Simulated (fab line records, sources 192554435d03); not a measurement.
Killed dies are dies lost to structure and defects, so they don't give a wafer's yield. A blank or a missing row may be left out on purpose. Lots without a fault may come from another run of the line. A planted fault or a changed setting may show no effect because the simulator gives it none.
Chamber matching | flow n5_finfet | N5_HKMG_FIN_ALD_79 on ald_metal-02: 4 sister chambers
The step deposits TiN, target thk 1.5 nm, pulse time 1 s, purge time 3 s. 14 wafers are shown with their chamber, then 7 later ones without.

WAFERS WITH THEIR CHAMBER
wafer  | chamber | heater_power_w (W) | precursor_pulse_height_rel
L081.1 | 1       | 807                | 1.031
L081.2 | 3       | 753                | 1.019
L081.3 | 0       | 771                | 0.999
L081.4 | 2       | 1037               | 0.958
L081.5 | 1       | 842                | 0.979
L081.6 | 2       | 1017               | 1.013
L082.1 | 0       | 794                | 0.971
L082.2 | 2       | 1002               | 0.984
L082.3 | 1       | 825                | 0.977
L082.4 | 3       | 763                | 1.042
L082.5 | 3       | 770                | 0.964
L082.6 | 2       | 1017               | 1.004
L085.1 | 1       | 833                | 1.031
L085.4 | 1       | 824                | 1.011

SIGNATURES (means of the wafers above)
reading                    | chamber 0 | chamber 1 | chamber 2 | chamber 3 | scatter within a chamber
heater_power_w             | 782.50    | 826.20    | 1018.25   | 762.00    | 13
precursor_pulse_height_rel | 0.98500   | 1.00580   | 0.98975   | 1.00833   | 0.0287
Rule: a wafer's distance from a chamber is the root of the sum, over the readings, of the square of ((its reading less the chamber's mean) divided by the reading's scatter). The wafer belongs to the nearest chamber; if the next one is less than 2 further off, it can't be placed. The scatter: the root of (the sum of the squares of (reading less its chamber's mean) over the shown wafers, divided by (wafers less chambers)).

WAFERS WITHOUT THEIR CHAMBER
wafer  | heater_power_w (W) | precursor_pulse_height_rel
L085.5 | 751                | 1.001
L091.3 | 841                | 1.022
L091.4 | 776                | 0.946
L091.6 | 750                | 0.993
L095.1 | 782                | 0.983
L095.4 | 830                | 1.015
L095.5 | 1013               | 1.000

WHICH CHAMBER EACH WENT THROUGH
wafer  | from the rows above     | in truth
L085.5 | can't be placed: 3 or 0 | 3
L091.3 | 1                       | 1
L091.4 | can't be placed: 0 or 3 | 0
L091.6 | can't be placed: 3 or 0 | 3
L095.1 | can't be placed: 0 or 3 | 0
L095.4 | 1                       | 1
L095.5 | 2                       | 2
Placed correctly: 3 of 7. Can't be placed from these rows: 4 (the true chamber is among the candidates in 4). Placed wrongly: 0.
